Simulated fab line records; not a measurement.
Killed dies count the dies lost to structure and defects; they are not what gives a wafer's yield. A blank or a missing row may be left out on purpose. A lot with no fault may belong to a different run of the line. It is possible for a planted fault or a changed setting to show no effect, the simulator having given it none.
fab line records	flow n5-finfet	part 1 of 2: steps 1 to 18 of 24
[record] lots = 5	wafers = 15	last-day = 14
route steps=1938 shown HKMG_FIN@422
lots untouched by any fault: they come from a run of this same line in which no faults occurred
start-h: hours from the record's opening day to when the first of the lot's shown wafers began	wait-h: hours from the lot's prior step to this one	" same as the row above	L1.1+2: a row that stands for several wafers	- no value, or no start given	* or withheld: withheld	< > ~ a bound
route shown NAME@n: names a module that has steps shown in the file, with the first one's number in the route	usual: average and standard deviation across the fault-free wafers	same: alike in all rows	chamber/n: place in a boat	sites: each site's reading	_std_site: standard deviation of those values	_edge_site: mean of outer sites minus mean of inner sites	radius-mm: how far each site lies from the wafer's centre	mask NAME#n: copy n	behind: tool/chamber where the wafer was last shaped	hold: what put the lot on hold/how long, in hours/how the hold closed	device: names the non-switching transistor (n, p or np)	end of line: tests of these same wafers at the route's end	a step given without rows: its recipe and nothing more	killed: at the first sort, the dies lost to defects and structure; wafer yield is something else	map: shows each die of a wafer: x if killed, . if not, _ if none is there
set.NAME: the setting the step ran with; set.NAME@STEP: the setting that earlier step ran with	model.NAME: the simulator's own value behind a step, which no gauge read
lots at selected steps of the route; one table per step, one row per wafer
services: from which hour (start-h, from the record's first day; less than 0 if before it) a tool's chamber was out of use, for how many hours, and why
[[steps]]
[step N5_HKMG_FIN_COAT_29]
[recipe] resist = SOC	temp-c = 250	time-s = 60	spin-rpm = 1500	resist-thk-nm = 300
[usual] chill-plate-temp-C = 23.02/0.12	dispense-pressure-kPa = 51/3.4	heater-power-total-W = 500.6/1.8
lot.wafer	tool	chamber	start-h	wait-h	chill-plate-temp-C	dispense-pressure-kPa	heater-power-total-W
L078.2	litho-track-05	0	103.15	0.2	22.95	53	502.9
L078.4	"	0	"	"	22.99	53	499.9
L078.6	"	0	"	"	22.95	53	500.9
L079.3	litho-track-03	0	108.82	0.2	23.04	54	503.3
L079.5	"	0	"	"	23.03	54	499.1
L079.6	"	0	"	"	23.16	54	502.6
L083.2	litho-track-05	0	130.37	0.2	22.98	53	503.3
L083.3	"	0	"	"	23.06	53	500.1
L083.4	"	0	"	"	22.91	53	498.7
L085.2	litho-track-03	0	139.74	0.2	23.04	54	498.5
L085.3	"	0	"	"	23.12	53	499.6
L085.6	"	0	"	"	22.89	53	501.4
L086.3	litho-track-01	0	153.47	0.2	22.98	46	502.3
L086.4	"	0	"	"	23.01	46	497.3
L086.6	"	0	"	"	23.01	46	502.3
[step N5_HKMG_FIN_COAT_30]
[recipe] resist = SiARC	temp-c = 220	time-s = 60	spin-rpm = 1500	resist-thk-nm = 35
[usual] chill-plate-temp-C = 22.99/0.11	dispense-pressure-kPa = 51/3.4	heater-power-total-W = 427.7/2.1
lot.wafer	tool	chamber	start-h	wait-h	chill-plate-temp-C	dispense-pressure-kPa	heater-power-total-W
L078.2	litho-track-05	0	-	-	23.20	53	427.0
L078.4	"	0	"	"	23.12	53	429.9
L078.6	"	0	"	"	23.05	53	429.9
L079.3	litho-track-03	0	-	-	22.85	53	427.9
L079.5	"	0	"	"	22.84	54	424.3
L079.6	"	0	"	"	22.76	53	429.9
L083.2	litho-track-05	0	-	-	23.02	53	426.5
L083.3	"	0	"	"	22.96	53	424.9
L083.4	"	0	"	"	23.04	53	429.7
L085.2	litho-track-03	0	-	-	22.76	53	429.7
L085.3	"	0	"	"	22.79	54	427.3
L085.6	"	0	"	"	22.82	54	424.3
L086.3	litho-track-01	0	-	-	23.03	46	428.8
L086.4	"	0	"	"	23.03	46	429.8
L086.6	"	0	"	"	23.03	46	426.3
[step N5_HKMG_FIN_COAT_06]
[recipe] resist = CAR-ArF	spin-rpm = 1500	resist-thk-nm = 90
[usual] chill-plate-temp-C = 22.97/0.1	dispense-pressure-kPa = 51/3.5
lot.wafer	tool	chamber	start-h	wait-h	chill-plate-temp-C	dispense-pressure-kPa
L078.2	litho-track-05	0	-	-	22.89	53
L078.4	"	0	"	"	23.13	53
L078.6	"	0	"	"	22.98	53
L079.3	litho-track-03	0	-	-	22.85	54
L079.5	"	0	"	"	23.02	54
L079.6	"	0	"	"	22.86	54
L083.2	litho-track-05	0	-	-	22.89	53
L083.3	"	0	"	"	23.14	53
L083.4	"	0	"	"	22.91	53
L085.2	litho-track-03	0	-	-	23.08	53
L085.3	"	0	"	"	23.09	53
L085.6	"	0	"	"	23.00	53
L086.3	litho-track-01	0	-	-	22.95	46
L086.4	"	0	"	"	23.04	46
L086.6	"	0	"	"	22.91	46
[step N5_HKMG_FIN_EBR_08]
[recipe] solvent = PGMEA	ebr-width-mm = 1.5
[usual] chill-plate-temp-C = 23.01/0.088
lot.wafer	tool	chamber	start-h	wait-h	chill-plate-temp-C
L078.2	litho-track-05	0	-	-	23.00
L078.4	"	0	"	"	22.95
L078.6	"	0	"	"	22.97
L079.3	litho-track-03	0	-	-	23.05
L079.5	"	0	"	"	23.00
L079.6	"	0	"	"	23.07
L083.2	litho-track-05	0	-	-	22.78
L083.3	"	0	"	"	23.00
L083.4	"	0	"	"	22.90
L085.2	litho-track-03	0	-	-	23.09
L085.3	"	0	"	"	22.98
L085.6	"	0	"	"	22.95
L086.3	litho-track-01	0	-	-	23.01
L086.4	"	0	"	"	22.93
L086.6	"	0	"	"	22.97
[step N5_HKMG_FIN_SOFTBAKE_07]
[recipe] temp-c = 110	time-s = 60	resist = CAR-ArF
[usual] chill-plate-temp-C = 22.97/0.11	heater-power-total-W = 175.3/1.7
lot.wafer	tool	chamber	start-h	wait-h	chill-plate-temp-C	heater-power-total-W
L078.2	litho-track-05	0	-	-	22.84	177.6
L078.4	"	0	"	"	22.89	173.0
L078.6	"	0	"	"	22.90	176.9
L079.3	litho-track-03	0	-	-	22.92	175.6
L079.5	"	0	"	"	23.09	177.6
L079.6	"	0	"	"	23.00	175.9
L083.2	litho-track-05	0	-	-	23.27	173.0
L083.3	"	0	"	"	22.93	173.0
L083.4	"	0	"	"	23.05	176.0
L085.2	litho-track-03	0	-	-	22.96	174.3
L085.3	"	0	"	"	22.88	174.9
L085.6	"	0	"	"	22.98	172.9
L086.3	litho-track-01	0	-	-	23.04	176.9
L086.4	"	0	"	"	23.07	174.6
L086.6	"	0	"	"	23.00	177.5
[step N5_HKMG_FIN_EXPOSE_09]
[recipe] mask-id = NWFM	na = 1.35	source-shape = conventional	sigma-outer = 0.8	polarization = unpolarized	dose-mj = 39.25
lot.wafer	tool	chamber	start-h	wait-h	mask
L078.2+4+6	arfi-scanner-03	0	103.40	-	NWFM#0
L079.3+5+6	arfi-scanner-01	0	109.07	-	NWFM#0
L083.2+3+4	arfi-scanner-01	0	130.49	-	NWFM#0
L085.2+3+6	arfi-scanner-02	0	139.86	-	NWFM#0
L086.3+4+6	arfi-scanner-03	0	153.73	-	NWFM#0
[step N5_HKMG_FIN_PEB_10]
[recipe] peb-temp-c = withheld	peb-time-s = 60	resist = CAR-ArF
[usual] chill-plate-temp-C = 22.97/0.096
lot.wafer	tool	chamber	start-h	wait-h	chill-plate-temp-C
L078.2	litho-track-05	0	103.45	0.0	23.11
L078.4	"	0	"	"	22.87
L078.6	"	0	"	"	22.97
L079.3	litho-track-01	0	109.12	0.0	22.93
L079.5	"	0	"	"	22.99
L079.6	"	0	"	"	23.06
L083.2	litho-track-01	0	130.55	0.0	22.90
L083.3	"	0	"	"	22.86
L083.4	"	0	"	"	22.95
L085.2	litho-track-03	0	139.91	0.0	23.03
L085.3	"	0	"	"	22.79
L085.6	"	0	"	"	22.86
L086.3	litho-track-03	0	153.77	0.0	23.06
L086.4	"	0	"	"	23.04
L086.6	"	0	"	"	23.19
[step N5_HKMG_FIN_DEVELOP_11]
[recipe] develop-time-s = 30	developer = TMAH	resist = CAR-ArF	dev-temp-c = 23	rinse-liquid = diw	dry = air-spin
[usual] chill-plate-temp-C = 23.00/0.12
lot.wafer	tool	chamber	start-h	wait-h	chill-plate-temp-C
L078.2	litho-track-05	0	-	-	23.01
L078.4	"	0	"	"	23.19
L078.6	"	0	"	"	23.12
L079.3	litho-track-01	0	-	-	22.81
L079.5	"	0	"	"	22.93
L079.6	"	0	"	"	22.89
L083.2	litho-track-01	0	-	-	22.94
L083.3	"	0	"	"	23.01
L083.4	"	0	"	"	23.07
L085.2	litho-track-03	0	-	-	23.08
L085.3	"	0	"	"	22.97
L085.6	"	0	"	"	23.05
L086.3	litho-track-03	0	-	-	22.97
L086.4	"	0	"	"	22.77
L086.6	"	0	"	"	22.72
[step N5_HKMG_FIN_CD_MEAS_12]
[recipe] target-cd-nm = 92.8	landing-energy-ev = 500	detector = se-inlens
[usual] cd-nm = 92.6/0.7
lot.wafer	tool	chamber	start-h	wait-h	cd-nm
L078.2	cd-sem-01	0	103.52	-	93.4
L078.4	"	0	"	"	93.1
L078.6	"	0	"	"	93.5
L079.3	cd-sem-03	0	109.19	-	93.5
L079.5	"	0	"	"	93.0
L079.6	"	0	"	"	93.6
L083.2	cd-sem-03	0	130.61	-	92.5
L083.3	"	0	"	"	91.5
L083.4	"	0	"	"	92.3
L085.2	cd-sem-01	0	139.98	-	91.6
L085.3	"	0	"	"	91.1
L085.6	"	0	"	"	92.5
L086.3	cd-sem-03	0	153.84	-	93.5
L086.4	"	0	"	"	92.0
L086.6	"	0	"	"	93.3
[step N5_HKMG_FIN_OVL_MEAS_13]
[recipe] points-per-wafer = 44
[usual] NWFM_OVL = 0.0/0.74
lot.wafer	tool	chamber	start-h	wait-h	NWFM_OVL[nm]
L078.2	overlay-01	0	103.55	0.0	0.1
L078.4	"	0	"	"	1.1
L078.6	"	0	"	"	0.1
L079.3	overlay-01	0	109.22	0.0	1.2
L079.5	"	0	"	"	-0.2
L079.6	"	0	"	"	0.8
L083.2	overlay-01	0	130.64	0.0	-1.0
L083.3	"	0	"	"	0.2
L083.4	"	0	"	"	-0.9
L085.2	overlay-02	0	140.01	0.0	-0.3
L085.3	"	0	"	"	0.1
L085.6	"	0	"	"	-1.4
L086.3	overlay-01	0	153.87	0.0	1.0
L086.4	"	0	"	"	-1.0
L086.6	"	0	"	"	0.5
[step N5_HKMG_FIN_INSPECT_14]
[recipe] mode = adi	inspect-instrument = macro
[usual] raw-defect-count = 2.0/1.4
lot.wafer	tool	chamber	start-h	wait-h	raw-defect-count
L078.2	defect-inspect-01	-	103.57	0.0	4
L078.4	"	-	"	"	3
L078.6	"	-	"	"	3
L079.3	defect-inspect-01	-	109.24	0.0	2
L079.5	"	-	"	"	1
L079.6	"	-	"	"	2
L083.2	defect-inspect-01	-	130.67	0.0	2
L083.3	"	-	"	"	0
L083.4	"	-	"	"	3
L085.2	defect-inspect-02	-	140.03	0.0	1
L085.3	"	-	"	"	2
L085.6	"	-	"	"	6
L086.3	defect-inspect-01	-	153.89	0.0	2
L086.4	"	-	"	"	0
L086.6	"	-	"	"	2
[step N5_HKMG_FIN_DESCUM_17]
[recipe] chemistry = O2	time-s = 7.9	source-power-w = 50	bias-power-w = 20	pressure-mtorr = 20	rf-frequency-hz = 2.712e+07	temp-c = 40	resist = CAR-ArF	o2-flow-sccm = 225
[usual] bias-power-w = 20.00/0.069	drypump-motor-current-A = 5.8/0.45	oes-product-au = 0.81/0.098	rf-vpp-V = 243.4/1.2	showerhead-plenum-p-Torr = 2.11/0.057	temp-c = 39.98/0.1	throttle-valve-pct = 20.42/0.25
lot.wafer	tool	chamber	start-h	wait-h	bias-power-w	drypump-motor-current-A	oes-product-au	rf-hours-counter-h	rf-vpp-V	showerhead-plenum-p-Torr	temp-c	throttle-valve-pct
L078.2	rie-diel-01	3	103.61	0.0	20.08	5.5	0.72	196	242.2	2.08	40.00	20.56
L078.4	"	2	"	"	20.06	5.3	0.71	210	242.8	2.06	39.94	20.54
L078.6	"	1	"	"	19.94	6.5	0.89	-	243.2	2.12	39.93	19.93
L079.3	rie-diel-06	2	109.27	0.0	20.00	5.6	0.70	222	246.3	2.15	39.73	20.67
L079.5	"	0	"	"	19.84	5.1	0.81	-	244.8	2.17	40.12	20.23
L079.6	"	3	"	"	19.93	5.6	0.78	-	244.0	2.08	39.74	20.69
L083.2	rie-diel-06	2	130.74	0.1	20.05	5.5	0.70	230	245.5	2.15	39.99	20.68
L083.3	"	0	"	"	19.94	5.1	0.80	119	245.2	2.17	40.04	20.24
L083.4	"	1	"	"	20.03	6.1	0.92	18	245.6	2.25	39.92	20.26
L085.2	rie-diel-06	0	140.07	0.0	19.94	5.1	0.81	121	245.4	2.16	39.79	20.26
L085.3	"	1	"	"	19.98	6.0	0.94	20	244.4	2.25	39.88	20.25
L085.6	"	1	"	"	19.98	6.0	0.93	-	244.4	2.25	39.89	20.26
L086.3	rie-diel-06	1	153.93	0.0	20.05	6.0	0.91	24	244.9	2.25	39.92	20.27
L086.4	"	0	"	"	20.13	5.1	0.80	125	244.3	2.16	40.11	20.24
L086.6	"	2	"	"	19.95	5.5	0.69	-	243.4	2.15	40.05	20.69
[step N5_HKMG_FIN_ETCH_31]
[recipe] chemistry = CF4	target = SiARC	target-depth-a = 455	mask-material = CAR-ArF	time-s = 75.8	ion-energy-ev = 80	pressure-mtorr = 40	source-w = 545	bias-w = 36	Ar_flow_sccm = 100	cf4-flow-sccm = 100	ends = cleared
[usual] drypump-motor-current-A = 5.8/0.45	etch-rf-on-time-s = 75.1/1.9	oes-product-au = 0.69/0.084	rf-vpp-V = 184.4/1.1	showerhead-plenum-p-Torr = 2.16/0.052	throttle-valve-pct = 15.62/0.26
lot.wafer	tool	chamber	start-h	wait-h	drypump-motor-current-A	etch-rf-on-time-s	oes-product-au	rf-hours-counter-h	rf-vpp-V	showerhead-plenum-p-Torr	throttle-valve-pct
L078.2	rie-diel-01	3	103.64	0.0	5.5	75.5	0.62	196	183.6	2.13	15.72
L078.4	"	2	"	"	5.3	74.3	0.62	210	184.0	2.12	15.83
L078.6	"	1	"	"	6.4	74.9	0.78	-	184.5	2.17	15.17
L079.3	rie-diel-06	2	109.31	0.0	5.5	76.5	0.60	222	185.6	2.21	15.88
L079.5	"	0	"	"	5.1	76.7	0.69	-	183.8	2.24	15.59
L079.6	"	3	"	"	5.7	71.7	0.68	-	184.8	2.14	15.95
L083.2	rie-diel-06	2	130.78	0.0	5.5	74.8	0.60	230	185.1	2.20	15.89
L083.3	"	0	"	"	5.2	76.1	0.68	119	185.6	2.24	15.61
L083.4	"	1	"	"	6.0	73.6	0.79	18	185.9	2.28	15.28
L085.2	rie-diel-06	0	140.10	0.0	5.2	77.6	0.68	121	184.4	2.24	15.60
L085.3	"	1	"	"	6.0	74.7	0.79	20	186.9	2.27	15.29
L085.6	"	1	"	"	6.0	75.5	0.79	-	185.6	2.27	15.28
L086.3	rie-diel-06	1	153.96	0.0	6.1	74.7	0.78	24	186.4	2.27	15.31
L086.4	"	0	"	"	5.2	77.4	0.67	125	185.8	2.24	15.61
L086.6	"	2	"	"	5.6	76.9	0.59	-	183.5	2.20	15.91
[step N5_HKMG_FIN_ETCH_32]
[recipe] chemistry = N2/H2	target = SOC	target-depth-a = 2400	temp-c = 40	time-s = 300	ion-energy-ev = 200	mask-material = SiARC	pressure-mtorr = 30	source-w = 840	bias-w = 150	n2-flow-sccm = 200	h2-flow-sccm = 200
[usual] drypump-motor-current-A = 5.8/0.45	oes-product-au = 0.81/0.098	rf-vpp-V = 524.6/1.9	showerhead-plenum-p-Torr = 2.57/0.068	temp-c = 40.00/0.11	throttle-valve-pct = 17.89/0.29
lot.wafer	tool	chamber	start-h	wait-h	drypump-motor-current-A	oes-product-au	rf-hours-counter-h	rf-vpp-V	showerhead-plenum-p-Torr	temp-c	throttle-valve-pct
L078.2	rie-diel-01	3	103.70	0.0	5.5	0.73	196	523.2	2.52	40.12	18.06
L078.4	"	2	"	"	5.3	0.72	210	523.1	2.52	40.18	18.05
L078.6	"	1	"	"	6.4	0.92	-	526.1	2.58	39.92	17.33
L079.3	rie-diel-06	2	109.36	0.0	5.6	0.69	222	525.9	2.63	39.89	18.24
L079.5	"	0	"	"	5.2	0.80	-	526.0	2.67	39.96	17.93
L079.6	"	3	"	"	5.7	0.79	-	523.9	2.55	40.01	18.31
L083.2	rie-diel-06	2	130.83	0.0	5.5	0.70	230	525.6	2.62	40.02	18.23
L083.3	"	0	"	"	5.1	0.81	119	527.8	2.67	39.98	17.97
L083.4	"	1	"	"	6.1	0.93	18	528.3	2.71	40.08	17.51
L085.2	rie-diel-06	0	140.16	0.0	5.1	0.80	121	527.1	2.67	39.93	17.95
L085.3	"	1	"	"	6.0	0.93	20	527.8	2.71	39.93	17.52
L085.6	"	1	"	"	6.0	0.94	-	528.0	2.71	39.95	17.52
L086.3	rie-diel-06	1	154.02	0.0	6.1	0.91	24	527.2	2.71	40.09	17.53
L086.4	"	0	"	"	5.1	0.79	125	528.0	2.67	39.94	17.98
L086.6	"	2	"	"	5.5	0.70	-	526.1	2.62	40.00	18.26
[step N5_HKMG_FIN_STRIP_33]
[recipe] chemistry = N2/H2	temp-c = 40	n2-flow-sccm = 200	h2-flow-sccm = 200	rf-frequency-hz = 6e+07
lot.wafer	tool	chamber	start-h	wait-h
L078.2+4+6	rie-diel-01	3,2,1	103.88	0.1
L079.3+5+6	rie-diel-06	2,0,3	109.54	0.1
L083.2+3+4	rie-diel-06	2,0,1	131.01	0.1
L085.2+3+6	rie-diel-06	0,1,1	140.34	0.1
L086.3+4+6	rie-diel-06	1,0,2	154.20	0.1
[step N5_HKMG_FIN_STRIP_34]
[recipe] chemistry = CF4	resist = SiARC	power-w = 300	bias-power-w = 75	pressure-mtorr = 50	cf4-flow-sccm = 150	rf-frequency-hz = 6e+07
[usual] bias-power-w = 74.98/0.24	drypump-motor-current-A = 5.8/0.45	oes-product-au = 0.80/0.093	rf-vpp-V = 271.6/1.3	showerhead-plenum-p-Torr = 1.81/0.04	throttle-valve-pct = 13.58/0.29
lot.wafer	tool	chamber	start-h	wait-h	bias-power-w	drypump-motor-current-A	oes-product-au	rf-hours-counter-h	rf-vpp-V	showerhead-plenum-p-Torr	throttle-valve-pct
L078.2	rie-diel-01	3	103.89	0.0	74.94	5.4	0.72	196	270.2	1.78	13.70
L078.4	"	2	"	"	74.67	5.3	0.71	210	270.1	1.78	13.81
L078.6	"	1	"	"	74.96	6.4	0.89	-	270.5	1.81	13.12
L079.3	rie-diel-06	2	109.55	0.0	74.47	5.5	0.70	222	272.5	1.84	13.84
L079.5	"	0	"	"	74.85	5.1	0.81	-	271.5	1.86	13.53
L079.6	"	3	"	"	75.08	5.7	0.77	-	272.4	1.80	13.96
L083.2	rie-diel-06	2	131.02	0.0	75.19	5.6	0.69	230	271.5	1.84	13.87
L083.3	"	0	"	"	75.14	5.2	0.80	119	272.2	1.86	13.53
L083.4	"	1	"	"	74.89	6.1	0.90	18	273.2	1.89	13.18
L085.2	rie-diel-06	0	140.35	0.0	75.31	5.1	0.80	121	274.0	1.86	13.55
L085.3	"	1	"	"	74.75	6.1	0.90	20	272.3	1.89	13.17
L085.6	"	1	"	"	74.72	6.0	0.90	-	273.2	1.89	13.18
L086.3	rie-diel-06	1	154.21	0.0	74.69	6.0	0.89	24	275.3	1.89	13.19
L086.4	"	0	"	"	74.79	5.1	0.79	125	272.0	1.86	13.55
L086.6	"	2	"	"	74.88	5.6	0.68	-	272.3	1.84	13.90
[step N5_HKMG_FIN_ETCH_35]
[recipe] chemistry = N2/H2	target = SOC	target-depth-a = 2158	ion-energy-ev = 65	bias-w = 5	source-w = 3000	time-s = 243.4	pressure-mtorr = 30	n2-flow-sccm = 200	h2-flow-sccm = 200
[usual] drypump-motor-current-A = 5.8/0.45	oes-product-au = 0.81/0.099	rf-vpp-V = 141.8/0.99	showerhead-plenum-p-Torr = 2.57/0.068	throttle-valve-pct = 17.90/0.29
lot.wafer	tool	chamber	start-h	wait-h	drypump-motor-current-A	oes-product-au	rf-hours-counter-h	rf-vpp-V	showerhead-plenum-p-Torr	throttle-valve-pct
L078.2	rie-diel-01	3	103.91	0.0	5.5	0.72	196	139.0	2.52	18.06
L078.4	"	2	"	"	5.3	0.72	210	142.1	2.52	18.05
L078.6	"	1	"	"	6.5	0.91	-	140.8	2.58	17.35
L079.3	rie-diel-06	2	109.57	0.0	5.6	0.71	222	141.4	2.63	18.25
L079.5	"	0	"	"	5.1	0.81	-	141.1	2.67	17.97
L079.6	"	3	"	"	5.7	0.79	-	142.0	2.55	18.32
L083.2	rie-diel-06	2	131.04	0.0	5.5	0.69	230	141.6	2.62	18.26
L083.3	"	0	"	"	5.1	0.81	119	143.6	2.67	17.97
L083.4	"	1	"	"	6.0	0.94	18	141.9	2.71	17.53
L085.2	rie-diel-06	0	140.37	0.0	5.2	0.79	121	143.0	2.67	17.96
L085.3	"	1	"	"	6.0	0.93	20	142.6	2.71	17.53
L085.6	"	1	"	"	6.0	0.92	-	143.0	2.71	17.53
L086.3	rie-diel-06	1	154.23	0.0	6.1	0.93	24	144.6	2.71	17.52
L086.4	"	0	"	"	5.1	0.80	125	143.7	2.67	17.97
L086.6	"	2	"	"	5.6	0.70	-	140.9	2.62	18.27
[step N5_HKMG_FIN_STRIP_92]
[recipe] chemistry = N2/H2	material = SOC	time-s = 20	power-w = 500	temp-c = 40	pressure-mtorr = 50	rf-frequency-hz = 6e+07	bias-power-w = 8	h2-frac = 0.5	n2-flow-sccm = 300	h2-flow-sccm = 300
[usual] bias-power-w = 7.996/0.027	drypump-motor-current-A = 5.8/0.45	oes-product-au = 0.81/0.098	rf-vpp-V = 54.3/0.81	showerhead-plenum-p-Torr = 3.40/0.086	temp-c = 39.98/0.11	throttle-valve-pct = 19.2/0.42
lot.wafer	tool	chamber	start-h	wait-h	bias-power-w	drypump-motor-current-A	oes-product-au	rf-hours-counter-h	rf-vpp-V	showerhead-plenum-p-Torr	temp-c	throttle-valve-pct
L078.2	rie-diel-01	3	104.06	0.1	8.032	5.5	0.72	196	54.8	3.34	39.95	19.6
L078.4	"	2	"	"	8.042	5.3	0.74	211	54.9	3.33	39.93	19.2
L078.6	"	1	"	"	8.015	6.5	0.92	-	54.8	3.40	39.84	18.3
L079.3	rie-diel-06	2	109.72	0.1	8.031	5.5	0.70	222	53.5	3.46	39.83	19.7
L079.5	"	0	"	"	7.961	5.2	0.81	-	55.4	3.53	39.94	19.4
L079.6	"	3	"	"	7.935	5.7	0.80	-	54.3	3.37	40.08	19.7
L083.2	rie-diel-06	2	131.19	0.1	7.979	5.6	0.71	230	54.9	3.46	39.95	19.7
L083.3	"	0	"	"	8.021	5.1	0.81	120	54.9	3.52	40.25	19.3
L083.4	"	1	"	"	8.021	6.1	0.94	19	53.3	3.57	39.95	18.6
L085.2	rie-diel-06	0	140.52	0.1	7.979	5.2	0.79	121	53.8	3.52	39.85	19.4
L085.3	"	1	"	"	8.024	6.0	0.93	20	54.2	3.57	40.03	18.6
L085.6	"	1	"	"	8.000	6.0	0.93	-	53.5	3.57	40.05	18.6
L086.3	rie-diel-06	1	154.38	0.1	7.990	6.0	0.92	24	54.6	3.57	40.14	18.6
L086.4	"	0	"	"	7.994	5.2	0.79	125	54.4	3.52	40.02	19.4
L086.6	"	2	"	"	8.004	5.6	0.69	-	54.0	3.46	40.02	19.7
